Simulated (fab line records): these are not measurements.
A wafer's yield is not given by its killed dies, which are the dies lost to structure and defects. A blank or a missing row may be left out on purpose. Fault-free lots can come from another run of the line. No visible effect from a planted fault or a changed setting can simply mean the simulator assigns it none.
fab line records | flow nand-harc | part 1 of 2: steps 1 to 4 of 6
[record] lots = 23 wafers = 69 last-day = 34
route steps=1302 shown A_STAIRCASE@670
lots untouched by any fault: they come from a run of this same line in which no faults occurred
start-h: start of the lot's first displayed wafer, in hours after the record's first day | wait-h: hours since the lot's step before | " identical to the entry in the row above | L1.1+2: a row that stands for several wafers | - value missing, or start not given | * or withheld: withheld | < > ~ a bound
route shown NAME@n: NAME is a module with steps in the file, n the number in the route of the first one | usual: mean/standard deviation of fault-free wafers | same: alike in all rows | chamber/n: place in a boat | sites: each site's reading | _std_site: their standard deviation | _edge_site: outer sites' mean less inner sites' | radius-mm: for every site, how far away it sits from the centre of the wafer | mask NAME#n: copy n | behind: the tool/chamber that last shaped the wafer | hold: reason for holding the lot/hours on hold/outcome of the hold | device: the transistor (n, p or np) that didn't switch | end of line: at the end of the route, the tests of the same wafers | step lacking rows: just its recipe | killed: dies that structure and defects cost at the first sort, which is not the same as the wafer's yield | map: dies across one wafer; x = killed, . = not, _ = none there
set.NAME: the setting as run; set.NAME@STEP: as run at that earlier step | model.NAME: the simulator's own value behind a step, which no gauge read
steps of the route over a sample of lots; a table a step, a row a wafer
services: from which hour (start-h, from the record's first day; less than 0 if before it) a tool's chamber was out of use, for how many hours, and why
[[steps]]
[step NHARC_A_STAIRCASE_TRIM_14]
[recipe] time-s = 211.2 o2-flow-sccm = 500 ar-flow-sccm = 0 bias-w = 0 chemistry = O2
[usual] drypump-motor-current-A = 5.7/0.46 oes-product-au = 0.999/0.0097 rf-vpp-V = 57.8/0.97 showerhead-plenum-p-Torr = 3.55/0.17 throttle-valve-pct = 17.036/0.0096
// columns lot.wafer tool chamber start-h wait-h drypump-motor-current-A oes-product-au rf-hours-counter-h rf-vpp-V showerhead-plenum-p-Torr throttle-valve-pct
L074.4 rie-diel-11 2 - - 5.8 0.987 23 58.5 3.73 17.027
L074.2 " 3 " " 5.2 1.003 32 57.1 3.76 17.041
L074.5 " 1 " " 5.7 0.996 - 57.9 3.42 17.035
L075.2 rie-diel-11 3 - - 5.2 0.998 38 58.1 3.76 17.032
L075.3 " 0 " " 5.7 0.995 41 58.1 3.29 17.034
L075.5 " 3 " " 5.2 1.011 - 57.9 3.76 17.019
L076.4 rie-diel-13 0 - - 6.1 1.005 8 56.6 3.52 17.025
L076.1 " 1 " " 5.1 0.999 7 59.3 3.78 17.043
L076.2 " 3 " " 6.4 1.017 8 57.5 3.30 17.039
L077.2 rie-diel-11 3 - - 5.2 1.011 45 57.3 3.76 17.033
L077.4 " 0 " " 5.7 1.004 49 56.3 3.28 17.064
L077.6 " 2 " " 5.8 0.987 - 57.7 3.73 17.036
L078.2 rie-diel-11 0 - - 5.7 1.011 53 56.7 3.28 17.036
L078.3 " 2 " " 5.8 0.991 41 58.0 3.72 17.025
L078.6 " 3 " " 5.2 1.011 - 59.8 3.75 17.036
L079.2 rie-diel-11 0 - - 5.7 0.989 58 59.2 3.28 17.035
L079.4 " 1 " " 5.7 1.006 53 58.0 3.41 17.047
L079.6 " 3 " " 5.2 0.999 - 58.8 3.75 17.049
L080.3 rie-diel-11 2 - - 5.8 0.983 45 57.8 3.72 17.031
L080.4 " 1 " " 5.7 0.998 53 57.1 3.41 17.041
L080.6 " 2 " " 5.8 0.987 - 58.4 3.72 17.035
L081.1 rie-diel-13 0 - - 6.2 1.008 23 60.2 3.51 17.035
L081.6 " 3 " " 6.4 1.004 - 56.8 3.29 17.043
L081.5 " 0 " " 6.1 1.007 - 57.3 3.51 17.027
L082.2 rie-diel-04 2 - - 5.3 0.993 22 56.0 3.28 17.045
L082.6 " 0 " " 6.2 0.979 - 56.7 3.56 17.042
L082.5 " 1 " " 5.0 1.010 - 58.0 3.64 17.038
L083.1 rie-diel-13 2 - - 5.6 1.002 32 58.3 3.63 17.055
L083.6 " 3 " " 6.4 1.006 - 57.1 3.29 17.032
L083.4 " 2 " " 5.6 1.005 - 57.4 3.63 17.031
L084.4 rie-diel-13 1 - - 5.1 0.992 26 56.5 3.76 17.026
L084.6 " 1 " " 5.1 0.998 - 58.4 3.77 17.034
L084.5 " 2 " " 5.6 1.000 - 58.0 3.62 17.036
L085.2 rie-diel-13 0 - - 6.1 0.999 39 57.9 3.51 17.057
L085.3 " 2 " " 5.6 1.006 39 59.1 3.62 17.058
L085.5 " 3 " " 6.4 1.009 - 56.9 3.28 17.037
L087.3 rie-diel-04 3 - - 5.2 0.994 38 56.8 3.32 17.042
L087.5 " 3 " " 5.2 0.986 - 58.4 3.32 17.036
L087.6 " 0 " " 6.3 1.001 - 59.1 3.55 17.039
L086.3 rie-diel-04 3 - - 5.2 0.993 39 58.2 3.32 17.008
L086.2 " 0 " " 6.2 1.003 39 58.2 3.55 17.028
L086.6 " 1 " " 5.0 1.011 - 58.7 3.63 17.026
L088.4 rie-diel-04 0 - - 6.3 1.008 45 58.8 3.55 17.038
L088.3 " 1 " " 5.0 1.017 44 56.6 3.63 17.013
L088.6 " 3 " " 5.2 0.987 - 58.5 3.32 17.043
L089.3 rie-diel-13 1 - - 5.1 0.987 45 57.2 3.75 17.024
L089.2 " 2 " " 5.6 1.002 59 58.1 3.61 17.042
L089.6 " 1 " " 5.1 0.985 - 58.6 3.75 17.046
L090.1 rie-diel-13 2 - - 5.6 1.009 59 58.4 3.61 17.032
L090.2 " 1 " " 5.1 0.978 45 58.8 3.75 17.025
L090.6 " 2 " " 5.6 1.004 - 57.9 3.61 17.036
L092.2 rie-diel-11 1 - - 5.7 1.002 34 56.1 3.38 17.024
L092.1 " 0 " " 5.7 0.986 25 58.0 3.79 17.031
L092.6 " 1 " " 5.7 0.994 - 58.0 3.38 17.039
L091.2 rie-diel-13 2 - - 5.6 1.007 2 57.8 3.61 17.038
L091.3 " 3 " " 6.4 1.009 2 58.5 3.81 17.039
L091.6 " 2 " " 5.6 1.023 - 56.9 3.61 17.037
L094.1 rie-diel-04 1 - - 5.0 1.005 9 58.0 3.61 17.038
L094.2 " 0 " " 6.3 0.996 12 57.9 3.54 17.053
L094.5 " 1 " " 5.0 0.996 - 58.4 3.61 17.027
L095.2 rie-diel-11 0 - - 5.7 0.993 38 58.2 3.79 17.026
L095.1 " 1 " " 5.7 0.985 46 57.7 3.38 17.030
L095.5 " 3 " " 5.2 0.988 - 59.5 3.72 17.047
L096.1 rie-diel-04 0 - - 6.3 1.005 14 56.4 3.54 17.035
L096.4 " 1 " " 5.0 1.014 - 57.9 3.61 17.032
L096.3 " 0 " " 6.3 0.996 - 58.8 3.54 17.035
L097.2 rie-diel-04 1 - - 5.0 0.993 16 58.0 3.61 17.031
L097.6 " 3 " " 5.2 0.987 - 56.7 3.31 17.042
L097.5 " 0 " " 6.3 1.004 - 58.3 3.54 17.052
[step NHARC_A_STAIRCASE_ETCH_15]
[recipe] target-depth-a = 1000 time-s = 40.5 ion-energy-ev = 400 c4f8-flow-sccm = 20 o2-flow-sccm = 10 ar-flow-sccm = withheld rf-w = 600 bias-w = 1000 chemistry = C4F8/O2
[usual] oes-product-au = 0.940/0.011 rf-vpp-V = 897/6.4
// columns lot.wafer tool chamber start-h wait-h oes-product-au rf-hours-counter-h rf-vpp-V
L074.2 rie-diel-11 0 - - 0.954 35 886
L074.4 " 2 " " 0.956 23 903
L074.5 " 0 " " 0.950 - 886
L075.2 rie-diel-11 2 - - 0.928 31 904
L075.3 " 0 " " 0.936 41 887
L075.5 " 3 " " 0.939 - 904
L076.2 rie-diel-13 1 - - 0.935 7 905
L076.4 " 2 " " 0.954 7 899
L076.1 " 3 " " 0.966 8 888
L077.2 rie-diel-11 3 - - 0.948 45 904
L077.4 " 0 " " 0.956 49 886
L077.6 " 2 " " 0.937 - 904
L078.2 rie-diel-11 3 - - 0.942 49 903
L078.3 " 1 " " 0.956 49 893
L078.6 " 3 " " 0.936 - 905
L079.4 rie-diel-11 3 - - 0.930 53 904
L079.2 " 0 " " 0.939 58 887
L079.6 " 3 " " 0.936 - 905
L080.4 rie-diel-11 2 - - 0.925 45 903
L080.3 " 3 " " 0.935 54 905
L080.6 " 2 " " 0.931 - 903
L081.1 rie-diel-13 2 - - 0.949 22 901
L081.5 " 0 " " 0.957 - 896
L081.6 " 2 " " 0.941 - 901
L082.2 rie-diel-04 2 - - 0.926 22 888
L082.5 " 3 " " 0.931 - 890
L082.6 " 0 " " 0.929 - 899
L083.1 rie-diel-13 0 - - 0.947 34 895
L083.6 " 2 " " 0.953 - 899
L083.4 " 0 " " 0.946 - 894
L084.4 rie-diel-13 2 - - 0.939 39 899
L084.5 " 3 " " 0.943 - 886
L084.6 " 0 " " 0.951 - 895
L085.3 rie-diel-13 3 - - 0.943 37 888
L085.2 " 0 " " 0.946 39 895
L085.5 " 3 " " 0.941 - 888
L087.3 rie-diel-04 2 - - 0.946 30 886
L087.5 " 3 " " 0.935 - 888
L087.6 " 0 " " 0.933 - 896
L086.2 rie-diel-04 0 - - 0.928 40 897
L086.3 " 3 " " 0.941 39 888
L086.6 " 0 " " 0.938 - 898
L088.3 rie-diel-04 2 - - 0.931 36 885
L088.4 " 1 " " 0.962 44 899
L088.6 " 3 " " 0.923 - 888
L089.3 rie-diel-13 0 - - 0.935 56 894
L089.2 " 2 " " 0.923 59 901
L089.6 " 3 " " 0.937 - 886
L090.2 rie-diel-13 1 - - 0.914 45 905
L090.1 " 2 " " 0.929 59 899
L090.6 " 1 " " 0.906 - 903
L092.1 rie-diel-11 3 - - 0.926 36 903
L092.2 " 2 " " 0.938 35 903
L092.6 " 0 " " 0.935 - 906
L091.2 rie-diel-13 2 - - 0.952 2 897
L091.3 " 0 " " 0.950 2 897
L091.6 " 2 " " 0.954 - 897
L095.1 rie-diel-11 2 - - 0.950 52 901
L095.2 " 0 " " 0.933 38 906
L095.5 " 2 " " 0.945 - 901
L094.1 rie-diel-04 1 - - 0.935 9 900
L094.2 " 0 " " 0.943 12 897
L094.5 " 0 " " 0.939 - 895
L096.1 rie-diel-04 0 - - 0.936 15 895
L096.4 " 0 " " 0.939 - 896
L096.3 " 1 " " 0.945 - 899
L097.2 rie-diel-04 3 - - 0.918 13 888
L097.5 " 2 " " 0.934 - 906
L097.6 " 3 " " 0.930 - 888
[step NHARC_A_STAIRCASE_TRIM_18]
[recipe] time-s = 211.2 o2-flow-sccm = 500 ar-flow-sccm = 0 bias-w = 0 chemistry = O2
[usual] drypump-motor-current-A = 5.7/0.46 oes-product-au = 0.999/0.0092 rf-vpp-V = 57.8/1 showerhead-plenum-p-Torr = 3.54/0.18 throttle-valve-pct = 17.035/0.0098
// columns lot.wafer tool chamber start-h wait-h drypump-motor-current-A oes-product-au rf-hours-counter-h rf-vpp-V showerhead-plenum-p-Torr throttle-valve-pct
L074.4 rie-diel-11 0 - - 5.7 0.997 35 55.8 3.29 17.023
L074.2 " 1 " " 5.7 0.991 29 56.8 3.42 17.023
L074.5 " 0 " " 5.7 1.007 - 58.1 3.29 17.040
L075.2 rie-diel-11 1 - - 5.7 1.000 38 58.2 3.41 17.025
L075.3 " 3 " " 5.2 1.012 39 58.9 3.76 17.039
L075.5 " 1 " " 5.7 1.006 - 57.5 3.41 17.039
L076.2 rie-diel-13 3 - - 6.4 1.015 8 56.5 3.30 17.022
L076.4 " 0 " " 6.1 1.011 8 58.3 3.52 17.036
L076.1 " 1 " " 5.1 0.999 7 57.9 3.78 17.026
L077.2 rie-diel-11 2 - - 5.8 0.989 38 58.5 3.73 17.030
L077.4 " 1 " " 5.7 0.999 46 58.0 3.41 17.044
L077.6 " 2 " " 5.8 0.991 - 59.1 3.73 17.030
L078.3 rie-diel-11 1 - - 5.7 0.992 49 57.2 3.41 17.040
L078.2 " 2 " " 5.8 0.991 41 58.1 3.72 17.039
L078.6 " 0 " " 5.7 1.004 - 56.2 3.28 17.043
L079.4 rie-diel-11 0 - - 5.7 1.005 58 57.2 3.28 17.043
L079.2 " 3 " " 5.2 0.999 54 56.8 3.75 17.047
L079.6 " 1 " " 5.7 1.002 - 57.2 3.41 17.023
L080.3 rie-diel-11 1 - - 5.7 1.006 54 57.0 3.41 17.046
L080.4 " 0 " " 5.7 0.995 58 59.0 3.28 17.024
L080.6 " 2 " " 5.8 0.987 - 59.1 3.72 17.027
L081.1 rie-diel-13 3 - - 6.4 1.005 21 57.5 3.29 17.042
L081.5 " 3 " " 6.4 1.009 - 58.3 3.29 17.011
L081.6 " 0 " " 6.1 1.012 - 57.7 3.51 17.038
L082.2 rie-diel-04 2 - - 5.3 0.988 23 55.2 3.28 17.050
L082.5 " 2 " " 5.3 0.986 - 55.2 3.28 17.036
L082.6 " 3 " " 5.2 0.983 - 57.8 3.33 17.032
L083.1 rie-diel-13 3 - - 6.4 1.014 32 56.6 3.29 17.041
L083.4 " 2 " " 5.6 0.996 - 58.5 3.63 17.010
L083.6 " 3 " " 6.4 1.003 - 56.7 3.29 17.043
L084.4 rie-diel-13 3 - - 6.4 1.010 37 58.0 3.28 17.038
L084.6 " 3 " " 6.4 1.004 - 57.5 3.28 17.037
L084.5 " 0 " " 6.2 1.007 - 57.6 3.51 17.044
L085.3 rie-diel-13 1 - - 5.1 0.994 26 59.7 3.76 17.041
L085.2 " 3 " " 6.4 1.006 37 57.5 3.28 17.050
L085.5 " 0 " " 6.1 1.014 - 58.4 3.51 17.040
L087.3 rie-diel-04 3 - - 5.2 0.992 39 57.7 3.32 17.043
L087.5 " 0 " " 6.3 1.004 - 58.7 3.55 17.035
L087.6 " 1 " " 5.0 1.020 - 58.8 3.63 17.041
L086.3 rie-diel-04 0 - - 6.3 1.000 40 57.9 3.55 17.043
L086.2 " 1 " " 5.0 1.027 39 57.5 3.63 17.042
L086.6 " 3 " " 5.2 0.992 - 55.7 3.32 17.024
L088.3 rie-diel-04 3 - - 5.2 0.989 44 57.0 3.32 17.020
L088.4 " 1 " " 5.0 0.996 45 58.0 3.63 17.035
L088.6 " 3 " " 5.2 0.980 - 57.9 3.32 17.047
L089.3 rie-diel-13 0 - - 6.1 1.002 56 58.7 3.50 17.022
L089.2 " 3 " " 6.4 1.004 55 57.6 3.27 17.026
L089.6 " 0 " " 6.1 0.995 - 57.5 3.50 17.026
L090.1 rie-diel-13 0 - - 6.2 0.990 56 56.8 3.50 17.037
L090.2 " 2 " " 5.6 1.001 60 57.2 3.61 17.055
L090.6 " 1 " " 5.1 0.986 - 56.2 3.75 17.044
L092.1 rie-diel-11 3 - - 5.2 0.992 36 57.0 3.73 17.039
L092.2 " 0 " " 5.7 0.981 26 58.2 3.79 17.043
L092.6 " 0 " " 5.7 0.989 - 60.2 3.79 17.035
L091.3 rie-diel-13 3 - - 6.4 1.011 2 58.0 3.81 17.050
L091.2 " 0 " " 6.1 0.996 3 57.4 3.49 17.065
L091.6 " 2 " " 5.6 1.018 - 57.8 3.61 17.034
L095.2 rie-diel-11 0 - - 5.7 0.995 38 58.5 3.79 17.030
L095.1 " 2 " " 5.8 1.004 52 59.4 3.69 17.038
L095.5 " 1 " " 5.7 1.005 - 58.0 3.38 17.045
L094.1 rie-diel-04 0 - - 6.3 1.000 12 58.0 3.54 17.030
L094.2 " 1 " " 5.0 1.013 9 58.4 3.61 17.026
L094.5 " 0 " " 6.3 0.997 - 58.1 3.54 17.024
L096.1 rie-diel-04 1 - - 5.0 1.003 12 57.9 3.61 17.039
L096.4 " 1 " " 5.0 1.002 - 57.8 3.61 17.040
L096.3 " 0 " " 6.3 0.996 - 57.2 3.54 17.039
L097.2 rie-diel-04 1 - - 5.0 1.005 16 57.6 3.61 17.025
L097.6 " 1 " " 5.0 1.001 - 57.3 3.61 17.045
L097.5 " 2 " " 5.3 0.995 - 57.8 3.81 17.031
[step NHARC_A_STAIRCASE_DESCUM_186]
[recipe] time-s = 3 o2-flow-sccm = 200 ar-flow-sccm = 0 bias-power-w = 0 chemistry = O2
[usual] drypump-motor-current-A = 5.7/0.41 oes-product-au = 0.999/0.0088 rf-vpp-V = 57.9/0.88 showerhead-plenum-p-Torr = 1.94/0.11 throttle-valve-pct = 11.313/0.0088
// columns lot.wafer tool chamber start-h wait-h drypump-motor-current-A oes-product-au rf-hours-counter-h rf-vpp-V showerhead-plenum-p-Torr throttle-valve-pct
L074.2 rie-diel-11 1 356.25 - 5.7 0.992 30 56.3 1.85 11.320
L074.4 " 3 " " 5.2 1.005 34 57.5 2.05 11.316
L074.5 " 1 " " 5.7 1.004 - 58.2 1.85 11.298
L075.2 rie-diel-13 0 369.12 - 6.1 1.007 6 57.8 1.91 11.304
L075.3 " 2 " " 5.6 1.005 4 58.1 1.98 11.307
L075.5 " 1 " " 5.1 0.997 - 58.4 2.06 11.335
L076.4 rie-diel-11 0 386.97 - 5.7 0.993 50 56.9 1.77 11.325
L076.1 " 1 " " 5.7 0.992 46 59.2 1.84 11.313
L076.2 " 2 " " 5.8 0.988 38 57.3 2.03 11.304
L077.2 rie-diel-04 1 387.25 - 5.0 1.007 6 58.0 1.98 11.309
L077.4 " 2 " " 5.3 1.005 6 56.9 1.77 11.315
L077.6 " 3 " " 5.2 0.999 - 56.7 1.80 11.312
L078.3 rie-diel-11 2 398.50 - 5.8 0.997 41 58.9 2.03 11.318
L078.2 " 3 " " 5.2 0.993 49 59.5 2.04 11.300
L078.6 " 0 " " 5.7 0.992 - 57.2 1.77 11.323
L079.2 rie-diel-13 2 423.26 - 5.6 1.001 20 58.4 1.97 11.310
L079.4 " 3 " " 6.4 1.018 - 56.6 1.78 11.326
L079.6 " 2 " " 5.6 1.008 - 56.7 1.97 11.320
L080.3 rie-diel-04 1 423.40 - 5.0 1.014 17 57.8 1.98 11.317
L080.4 " 2 " " 5.3 1.004 16 57.1 1.77 11.306
L080.6 " 1 " " 5.0 1.009 - 58.4 1.98 11.307
L081.1 rie-diel-11 1 432.10 - 5.7 1.000 58 58.0 1.84 11.308
L081.6 " 0 " " 5.7 1.006 - 57.5 1.76 11.321
L081.5 " 1 " " 5.6 1.001 - 55.9 1.84 11.315
L082.2 rie-diel-04 3 441.52 - 5.2 0.982 26 56.7 1.80 11.313
L082.6 " 2 " " 5.3 0.993 - 57.0 1.77 11.308
L082.5 " 3 " " 5.2 0.988 - 58.1 1.80 11.321
L083.1 rie-diel-11 2 451.81 - 5.8 0.998 5 58.1 2.02 11.321
L083.4 " 1 " " 5.7 0.996 6 57.1 1.84 11.319
L083.6 " 3 " " 5.1 0.993 - 57.3 2.04 11.310
L084.4 rie-diel-13 2 461.80 - 5.6 1.004 40 58.3 1.97 11.313
L084.5 " 2 " " 5.6 0.995 - 57.1 1.97 11.312
L084.6 " 3 " " 6.4 1.003 - 58.4 1.77 11.313
L085.2 rie-diel-13 3 462.21 - 6.4 0.998 38 58.0 1.77 11.310
L085.3 " 0 " " 6.0 1.013 40 58.7 1.90 11.315
L085.5 " 3 " " 6.4 0.997 - 58.1 1.77 11.312
L087.3 rie-diel-11 2 476.11 - 5.8 0.996 10 57.9 2.02 11.321
L087.6 " 2 " " 5.8 0.991 - 59.6 2.02 11.319
L087.5 " 3 " " 5.2 0.984 - 57.3 2.04 11.321
L086.2 rie-diel-13 1 476.66 - 5.1 0.993 35 57.9 2.05 11.296
L086.3 " 2 " " 5.6 1.003 46 58.0 1.97 11.293
L086.6 " 3 " " 6.4 1.007 - 57.6 1.77 11.309
L088.3 rie-diel-11 2 499.65 - 5.8 1.002 16 58.3 2.02 11.312
L088.4 " 2 " " 5.8 1.011 - 58.1 2.02 11.315
L088.6 " 1 " " 5.7 0.992 - 57.0 1.83 11.299
L089.2 rie-diel-11 3 516.68 - 5.2 1.000 26 58.2 2.03 11.323
L089.3 " 2 " " 5.8 1.003 24 58.6 2.02 11.310
L089.6 " 3 " " 5.2 1.004 - 57.1 2.03 11.306
L090.2 rie-diel-13 2 516.84 - 5.6 0.988 60 58.2 1.96 11.333
L090.1 " 3 " " 6.4 1.005 56 57.4 1.77 11.309
L090.6 " 2 " " 5.6 0.995 - 57.2 1.96 11.301
L092.1 rie-diel-11 3 542.93 - 5.2 0.993 42 56.9 2.03 11.318
L092.2 " 0 " " 5.7 1.000 29 59.2 2.07 11.297
L092.6 " 0 " " 5.7 0.996 - 59.1 2.07 11.309
L091.3 rie-diel-11 2 543.03 - 5.8 1.014 40 58.9 2.01 11.307
L091.2 " 0 " " 5.7 0.997 29 58.8 2.07 11.319
L091.6 " 2 " " 5.8 0.997 - 56.9 2.01 11.334
L095.2 rie-diel-13 3 583.20 - 6.4 0.997 12 59.1 2.07 11.320
L095.1 " 1 " " 5.1 0.993 9 58.0 2.04 11.304
L095.5 " 3 " " 6.4 1.006 - 58.0 2.07 11.304
L094.1 rie-diel-04 0 584.02 - 6.2 0.998 13 57.2 1.92 11.315
L094.2 " 1 " " 5.0 1.014 11 58.7 1.96 11.324
L094.5 " 1 " " 5.0 1.006 - 59.3 1.96 11.315
L096.1 rie-diel-11 3 590.39 - 5.2 0.997 57 58.2 2.02 11.310
L096.3 " 1 " " 5.7 0.987 50 56.4 1.82 11.320
L096.4 " 2 " " 5.8 1.001 55 58.1 2.01 11.321
L097.2 rie-diel-11 0 601.43 - 5.7 1.006 45 58.5 2.06 11.312
L097.6 " 3 " " 5.2 1.008 - 57.6 2.02 11.295
L097.5 " 0 " " 5.7 1.005 - 57.5 2.06 11.302
